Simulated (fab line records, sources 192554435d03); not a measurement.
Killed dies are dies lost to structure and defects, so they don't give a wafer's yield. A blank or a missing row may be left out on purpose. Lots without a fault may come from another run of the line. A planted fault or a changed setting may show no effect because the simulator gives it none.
fab line records | flow n5_finfet
record lots=10 wafers=26 last_day=17
route steps=1938 shown DUMMY_GATE@218 SPACER0@260 BEOL_M4@1111 PASSIVATION@1936
lots that met no fault: from a run of the same line without faults
start_h: hours from the record's first day to the start of the lot's first wafer shown | wait_h: hours since the lot's step before | " the same as in the row above | L1.1+2: a row that stands for several wafers | - no value, or no start given | * or withheld: withheld | < > ~ a bound
route shown NAME@n: a module of which the file shows steps, and the number in the route of the first | usual: mean/standard deviation of fault-free wafers | same: alike in all rows | chamber/n: place in a boat | sites: the reading at each site | _std_site: their standard deviation | _edge_site: outer sites' mean less inner sites' | radius_mm: how far each site lies from the wafer's centre | mask NAME#n: copy n | behind: the tool/chamber that last shaped the wafer | hold: why the lot was held/for how many hours/how that ended | device: the transistor (n, p or np) that didn't switch | end of line: the same wafers' tests at the end of the route | a step without rows: its recipe alone | killed: dies lost to structure and defects at the first sort, not the wafer's yield | map: a wafer's dies, x killed, . not, _ none there
set.NAME: the setting as run; set.NAME@STEP: as run at that earlier step | model.NAME: the simulator's own value behind a step, which no gauge read
steps of the route over a sample of lots; a table a step, a row a wafer
services: from which hour (start_h, from the record's first day; less than 0 if before it) a tool's chamber was out of use, for how many hours, and why
## steps
# step N5_DUMMY_GATE_CMP_04
# recipe material=a-Si post_cmp_clean=alkaline_brush
# usual motor_current_A=10.2/1.1 time_to_endpoint_s=14/3.3
# columns lot.wafer tool chamber start_h wait_h motor_current_A time_to_endpoint_s
L589.4 cmp-01 0 53.73 0.1 10.6 13
L589.3 " 3 " " 10.2 22
L592.1 cmp-04 0 72.33 0.1 10.4 14
L592.5 " 0 " " 9.8 13
L593.3 cmp-04 3 76.63 0.0 12.3 12
L593.2 " 1 " " 10.1 13
L593.6 " 0 " " 9.7 15
L594.1 cmp-01 0 82.39 0.0 11.5 10
L594.4 " 2 " " 10.5 14
L594.5 " 1 " " 9.6 18
L598.3 cmp-03 3 112.50 0.1 8.5 18
L598.6 " 3 " " 9.2 19
L603.2 cmp-03 2 140.63 0.0 10.2 14
L603.3 " 3 " " 9.0 17
L603.5 " 3 " " 9.2 17
L604.2 cmp-04 2 144.87 0.1 8.9 16
L604.6 " 3 " " 12.1 13
L604.5 " 0 " " 10.0 15
L605.4 cmp-01 0 150.48 0.0 11.1 14
L605.2 " 2 " " 10.7 16
L605.5 " 1 " " 8.8 21
L609.1 cmp-03 1 173.92 0.0 9.5 13
L609.4 " 2 " " 10.2 13
L609.6 " 1 " " 10.1 12
L610.4 cmp-01 2 180.49 0.0 11.3 13
L610.6 " 3 " " 10.5 20
# step N5_DUMMY_GATE_HM_OPEN_21
# recipe chemistry=CH3F/O2 target=SiNx target_depth_a=1200 Ar_flow_sccm=150 CH3F_flow_sccm=30 O2_flow_sccm=23 time_s=171.4 pressure_mtorr=30 source_w=395 bias_w=73 ion_energy_ev=120.7
# usual CH3F_flow_sccm=29.99/0.091 O2_flow_sccm=23.00/0.074 chamber_pressure_mTorr=29.999/0.027 drypump_motor_current_A=6.0/0.54 oes_product_au=0.79/0.083 rf_vpp_V=298/8.9 showerhead_plenum_p_Torr=2.02/0.066 throttle_valve_pct=16.36/0.26
# columns lot.wafer tool chamber start_h wait_h CH3F_flow_sccm O2_flow_sccm chamber_pressure_mTorr drypump_motor_current_A oes_product_au rf_hours_counter_h rf_vpp_V showerhead_plenum_p_Torr throttle_valve_pct
L589.3 rie_diel-04 0 59.11 0.0 30.14 22.92 30.009 6.1 0.75 144 321 2.10 16.49
L589.4 " 2 " " 29.94 22.93 30.024 5.7 0.75 - 302 1.94 16.21
L592.1 rie_diel-04 1 77.48 0.0 30.02 23.00 29.971 5.0 0.97 1 295 2.08 16.36
L592.5 " 2 " " 30.00 23.02 29.974 5.7 0.74 - 303 1.93 16.21
L593.2 rie_diel-02 1 81.99 0.0 29.94 22.94 29.984 5.3 0.78 135 298 2.03 16.36
L593.3 " 2 " " 29.99 22.98 29.981 6.2 0.67 244 289 1.90 16.60
L593.6 " 0 " " 29.97 23.01 30.023 5.6 0.71 - 284 2.08 16.73
L594.1 rie_diel-04 3 87.57 0.0 29.89 22.92 29.974 6.6 0.84 102 300 1.94 16.12
L594.4 " 2 " " 29.90 23.05 30.042 5.7 0.75 137 301 1.93 16.21
L594.5 " 3 " " 29.77 22.86 30.037 6.7 0.83 - 299 1.94 16.13
L598.3 rie_diel-01 3 117.65 0.0 29.98 22.93 29.976 6.3 0.74 161 296 2.01 16.16
L598.6 " 2 " " 30.01 23.08 30.021 6.8 0.80 - 302 1.94 16.00
L603.2 rie_diel-02 3 145.93 0.0 - - - - - - - - -
L603.3 " 0 " " - - - - - - - - -
L603.5 " 1 " " - - - - - - - - -
L604.2 rie_diel-04 1 150.41 0.0 - - - - - - - - -
L604.5 " 0 " " - - - - - - - - -
L604.6 " 3 " " - - - - - - - - -
L605.2 rie_diel-02 1 156.22 0.0 29.90 23.07 29.919 5.3 0.76 159 298 2.02 16.44
L605.4 " 3 " " 29.95 23.07 30.002 6.0 0.71 169 306 2.01 16.78
L605.5 " 1 " " 30.04 23.07 30.007 5.3 0.76 - 299 2.02 16.42
L609.1 rie_diel-02 3 179.10 0.0 29.97 22.97 30.006 6.0 0.69 178 304 2.01 16.80
L609.4 " 3 " " 30.00 23.01 30.004 6.0 0.70 - 305 2.01 16.78
L609.6 " 1 " " 29.99 22.98 30.008 5.4 0.75 - 299 2.02 16.42
L610.4 rie_diel-02 2 185.89 0.1 30.10 23.01 30.001 6.2 0.89 - 294 2.15 16.19
L610.6 " 1 " " 29.96 22.88 30.006 5.3 0.74 - 298 2.02 16.41
# step N5_DUMMY_GATE_ETCH_42
# recipe chemistry=CHF3/O2 target=SiO2 target_depth_a=35 time_s=31 ion_energy_ev=30 bias_w=12 pressure_mtorr=30 source_w=600 Ar_flow_sccm=200 CHF3_flow_sccm=50 O2_flow_sccm=5
# usual chamber_pressure_mTorr=30.001/0.026 drypump_motor_current_A=6.0/0.55 oes_product_au=0.80/0.082 rf_vpp_V=42.1/1.1 showerhead_plenum_p_Torr=2.40/0.078 throttle_valve_pct=18.65/0.28
# columns lot.wafer tool chamber start_h wait_h chamber_pressure_mTorr drypump_motor_current_A oes_product_au rf_hours_counter_h rf_vpp_V showerhead_plenum_p_Torr throttle_valve_pct
L589.3 rie_diel-04 2 59.52 0.0 29.977 5.7 0.75 129 41.8 2.31 18.52
L589.4 " 2 " " 30.006 5.8 0.75 - 43.7 2.31 18.50
L592.1 rie_diel-01 1 77.89 0.0 30.004 6.4 0.94 10 39.9 2.48 18.93
L592.5 " 0 " " 29.979 5.1 0.97 - 42.2 2.35 18.25
L593.2 rie_diel-02 0 82.40 0.0 30.043 5.6 0.70 217 41.4 2.48 19.05
L593.3 " 2 " " 29.995 6.2 0.68 245 41.5 2.28 18.95
L593.6 " 0 " " 29.986 5.6 0.71 - 40.1 2.48 19.06
L594.1 rie_diel-02 2 87.98 0.0 29.966 6.2 0.67 246 40.8 2.28 18.93
L594.4 " 1 " " 30.040 5.4 0.77 137 42.5 2.42 18.69
L594.5 " 1 " " 29.994 5.3 0.77 - 41.5 2.42 18.69
L598.3 rie_diel-01 3 118.06 0.0 30.007 6.3 0.75 161 41.4 2.39 18.43
L598.6 " 3 " " 29.994 6.3 0.75 - 40.2 2.39 18.44
L603.2 rie_diel-01 1 146.34 0.0 30.014 6.4 0.90 32 40.4 2.47 18.98
L603.3 " 2 " " 30.012 6.8 0.80 115 41.4 2.31 18.28
L603.5 " 0 " " 29.963 5.1 0.92 - 42.2 2.34 18.28
L604.2 rie_diel-01 1 150.82 0.0 30.037 6.4 0.89 34 40.7 2.47 18.97
L604.5 " 1 " " 29.988 6.4 0.89 - 40.9 2.47 18.96
L604.6 " 2 " " 29.974 6.8 0.79 - 41.3 2.31 18.31
L605.2 rie_diel-01 2 156.64 0.0 30.040 6.8 0.79 119 40.9 2.31 18.29
L605.4 " 1 " " 29.992 6.4 0.88 36 39.9 2.47 19.00
L605.5 " 3 " " 29.953 6.3 0.74 - 41.8 2.39 18.44
L609.1 rie_diel-04 1 179.51 0.0 29.968 5.0 0.89 33 42.2 2.46 18.75
L609.4 " 3 " " 30.012 6.6 0.81 132 42.2 2.31 18.47
L609.6 " 2 " " 29.996 5.7 0.73 - 41.3 2.30 18.55
L610.4 rie_diel-02 3 186.28 0.1 30.020 6.0 0.70 - 43.1 2.39 19.10
L610.6 " 1 " " 29.958 5.3 0.76 - 43.3 2.41 18.74
# step N5_SPACER0_ALD_08
# recipe material=SiNx target_thk_a=20 temp_c=400 ald_precursor_family=SiH2I2 ald_co_reactant=N2/H2-plasma pressure_torr=2
# usual heater_power_w=846/110
# columns lot.wafer tool chamber start_h wait_h heater_power_w
L589.3 ald_sin-04 1 60.20 0.1 777
L589.4 " 2 " " 981
L592.1 ald_sin-01 3 79.06 0.1 857
L592.5 " 2 " " 1111
L593.2 ald_sin-01 3 83.08 0.1 854
L593.3 " 2 " " 1086
L593.6 " 3 " " 835
L594.1 ald_sin-04 0 88.90 0.1 768
L594.4 " 1 " " 764
L594.5 " 0 " " 753
L598.3 ald_sin-03 3 119.21 0.1 972
L598.6 " 1 " " 731
L605.2 ald_sin-04 2 157.52 0.1 1014
L605.4 " 1 " " 760
L605.5 " 1 " " 789
L609.1 ald_sin-03 2 180.20 0.1 946
L609.4 " 1 " " 749
L609.6 " 2 " " 939
L610.4 ald_sin-03 3 186.94 0.1 975
L610.6 " 0 " " 815
# step N5_BEOL_M4_RC_MEAS_101
# usual DIBL_N=36.9/2.1 DIBL_P=37.1/2.5 IOFF_N=0.17/0.039 IOFF_P=0.23/0.043 ION_N=673/15 ION_P=462/9.1 SS_N=71.8/0.69 SS_P=73.6/0.74 VT_N=250/3.6 VT_P=-249.7/2.9
# columns lot.wafer tool chamber start_h wait_h DIBL_N[mV/V] DIBL_P[mV/V] IOFF_N[nA/um] IOFF_P[nA/um] ION_N[uA/um] ION_P[uA/um] SS_N[mV/dec] SS_P[mV/dec] VT_N[mV] VT_P[mV]
L589.3 prober-02 0 181.22 0.3 40.9 43.9 0.29 0.35 703 476 72.5 75.0 241 -245.6
L589.4 " 0 " " 39.4 41.2 0.23 0.29 682 461 72.1 74.2 245 -245.4
L592.1 prober-01 0 195.75 0.0 38.2 38.3 0.17 0.27 664 468 71.4 73.9 247 -245.9
L592.5 " 0 " " 40.7 40.6 0.23 0.31 681 468 72.2 74.6 247 -244.4
L593.2 prober-01 0 198.34 0.2 35.2 34.9 0.13 0.19 657 453 71.6 72.6 254 -252.9
L593.3 " 0 " " 38.6 38.4 0.20 0.26 673 462 71.9 73.9 250 -246.8
L593.6 " 0 " " 39.4 39.8 0.21 0.27 680 467 71.9 73.5 245 -245.6
L594.1 prober-02 0 205.37 0.0 36.1 34.1 0.13 0.19 668 461 70.6 72.6 256 -251.9
L594.4 " 0 " " 36.6 36.1 0.14 0.22 676 470 71.1 72.7 251 -249.4
L594.5 " 0 " " 36.8 36.1 0.15 0.23 654 456 71.0 73.3 252 -248.9
L598.3 prober-01 0 242.07 0.3 32.4 32.4 0.10 0.16 649 451 70.4 72.7 258 -252.9
L598.6 " 0 " " 36.7 37.9 0.17 0.26 680 476 71.5 74.5 250 -247.2
L605.2 prober-01 0 279.56 0.2 34.4 34.4 0.12 0.16 665 450 71.6 73.0 254 -251.9
L605.4 " 0 " " 37.2 37.1 0.17 0.19 671 457 71.5 73.6 249 -252.1
L605.5 " 0 " " 38.1 38.7 0.19 0.22 687 462 71.6 73.9 246 -250.4
L609.1 prober-02 0 302.10 0.0 37.3 35.9 0.17 0.21 681 462 72.1 73.4 248 -250.6
L609.4 " 0 " " 33.3 32.1 0.11 0.15 664 455 70.4 72.4 254 -254.1
L609.6 " 0 " " 37.4 37.0 0.19 0.23 700 474 71.9 73.5 245 -250.7
L610.4 prober-01 0 302.64 0.5 34.0 35.0 0.15 0.20 686 473 71.6 73.2 247 -249.2
L610.6 " 0 " " 39.7 42.6 0.27 0.35 712 485 73.2 75.6 242 -245.4
# step N5_PASSIVATION_PROBE_49
# usual defect_limited_yield=91.3/1.4 killed_at_M0_to_M3=32/9.5 killed_at_M4_up=14/5.2 killed_at_contacts=13/5.7 killed_at_front_end=41/12 killed_at_other=3.5/2.6 killed_dies=103/17 killed_on_rim=14/4 killed_open=68/14 killed_short=32/7 sort_bin_4_leakage=0.01/0.051 sort_bin_5_function=5.0/0.91 sort_bin_6_memory=3.3/0.7 sort_bin_8_speed=0.03/0.22 sort_n_pass=1076/17 sort_yield_pct=91.2/1.4
# same gross_dies=1180 killed_at_back_side=0
# columns lot.wafer tool chamber start_h wait_h defect_limited_yield[%] killed_at_M0_to_M3 killed_at_M4_up killed_at_contacts killed_at_front_end killed_at_other killed_dies killed_on_rim killed_open killed_short sort_bin_4_leakage[%] sort_bin_5_function[%] sort_bin_6_memory[%] sort_bin_8_speed[%] sort_n_pass sort_yield_pct[%]
L604.2 prober-02 - 364.78 0.1 0 30 8 7 1131 4 1180 152 42 40 0 96.4 3.1 0 0 0
L604.5 prober-02 - 364.93 0.2 0 32 10 18 1118 2 1180 152 63 29 0 96.4 3.1 0 0 0
L604.6 prober-02 - 364.98 0.3 0 35 13 10 1117 5 1180 152 54 36 0 97.5 2.2 0 0 0
L603.2 prober-02 - 372.36 0.1 0 58 16 12 1093 1 1180 152 101 35 0 95.6 4.2 0 0 0
L603.3 prober-02 - 372.41 0.2 0 30 11 8 1131 0 1180 152 54 26 0 97.5 2.5 0 0 0
L603.5 prober-02 - 372.51 0.3 0 33 10 6 1131 0 1180 152 78 37 0 96.4 3.6 0 0 0
# killed by level:class
L604.2 DUMMY_GATE:area_open=1097 BEOL_M0_SAQP:geometric_particle:short=10 STI_FIN_REVEAL:geometric_particle:open=7 BEOL_M0_SAQP:geometric_particle:open=7 BEOL_M2:geometric_particle:short=6 GATE_CUT:geometric_particle:short=4 STI_FIN_REVEAL:geometric_particle:short=4 MOL_CONTACT_COAG:geometric_particle:open=4
L604.5 DUMMY_GATE:area_open=1088 MOL_CONTACT_COAG:geometric_particle:open=15 BEOL_M0_SAQP:geometric_particle:open=13 BEOL_M0_SAQP:geometric_particle:short=8 FIN_SAQP:geometric_particle:short=6 FIN_SAQP:geometric_particle:open=4 STI_FIN_REVEAL:geometric_particle:open=4 BEOL_M1:geometric_particle:open=4
L604.6 DUMMY_GATE:area_open=1090 BEOL_M0_SAQP:geometric_particle:open=10 BEOL_M2:geometric_particle:short=8 MOL_CONTACT_COAG:geometric_particle:open=7 BEOL_M4:geometric_particle:open=7 STI_FIN_REVEAL:geometric_particle:open=6 BEOL_M0_SAQP:geometric_particle:short=6 BEOL_M1:geometric_particle:open=6
L603.2 DUMMY_GATE:area_open=1044 BEOL_M0_SAQP:geometric_particle:open=23 FIN_SAQP:geometric_particle:open=18 BEOL_M0_SAQP:geometric_particle:short=16 STI_FIN_REVEAL:geometric_particle:open=14 MOL_CONTACT_COAG:geometric_particle:open=12 BEOL_M1:geometric_particle:open=5 BEOL_M2:geometric_particle:open=5
L603.3 DUMMY_GATE:area_open=1099 STI_FIN_REVEAL:geometric_particle:open=9 BEOL_M1:geometric_particle:open=8 FIN_SAQP:geometric_particle:short=5 MOL_CONTACT_COAG:geometric_particle:open=5 BEOL_M3:geometric_particle:open=5 STARTING-WAFER:geometric_particle:open=5 BEOL_M3:geometric_particle:short=4
L603.5 DUMMY_GATE:area_open=1065 STI_FIN_REVEAL:geometric_particle:open=32 BEOL_M0_SAQP:geometric_particle:open=10 BEOL_M0_SAQP:geometric_particle:short=7 STI_FIN_REVEAL:geometric_particle:short=5 GATE_CUT:geometric_particle:short=5 BEOL_M0:geometric_particle:open=5 MOL_CONTACT_COAG:geometric_particle:short=4
## services
# columns tool chamber start_h hours kind
cmp-01 - 31.51 1.2 repair
rie_diel-01 3 31.66 14.4 repair
rie_diel-01 - 38.35 2.0 repair
ald_sin-04 0 39.99 2.1 repair
cmp-04 - 46.58 4.0 pm
cmp-03 - 51.28 2.7 repair
cmp-03 - 54.28 2.8 repair
rie_diel-02 3 63.87 10.9 repair
rie_diel-02 3 75.88 2.6 repair
ald_sin-04 0 94.13 16.4 repair
ald_sin-03 - 96.95 6.1 pm
cmp-01 - 105.68 0.8 repair
cmp-03 - 113.53 4.0 pm
rie_diel-04 2 114.20 1.9 repair
rie_diel-04 - 131.63 0.8 repair
rie_diel-04 0 132.51 11.9 repair
cmp-03 - 139.67 0.7 repair
cmp-03 - 143.34 0.6 repair
cmp-01 - 153.97 4.1 pm
rie_diel-02 1 156.55 15.9 repair
rie_diel-01 3 165.35 3.0 repair
cmp-04 - 172.72 1.8 repair
cmp-03 - 181.47 0.4 repair
cmp-03 - 186.22 2.4 repair
## key
first_sign step=N5_DUMMY_GATE_HM_OPEN_21 reading=tool_record direction=missing
effect step=N5_PASSIVATION_PROBE_49 reading=sort_bin_5_function direction=up sigmas=99+ usual=5.0 struck=96.6
more_kills_born_at N5_DUMMY_GATE_HM_OPEN_21@rie_diel-04=3275 N5_DUMMY_GATE_HM_OPEN_21@rie_diel-02=3201
met_at N5_DUMMY_GATE_HM_OPEN_21
struck_lots L603,L604
later_rows_left_out L603.2,L603.3,L603.5,L604.2,L604.5,L604.6
not_acting_at N5_DUMMY_GATE_CMP_04,N5_DUMMY_GATE_ETCH_42,N5_SPACER0_ALD_08
onset_between 87.57 145.93
fault kind=skipped_step_whole tool=rie_diel-02,rie_diel-04 chamber=- onset_h=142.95 steps=N5_DUMMY_GATE_HM_OPEN_21 scope=struck_lots_only
# later_rows_left_out: the simulator's readings of these wafers behind a module that went badly wrong aren't trusted and aren't shown, but for the sort
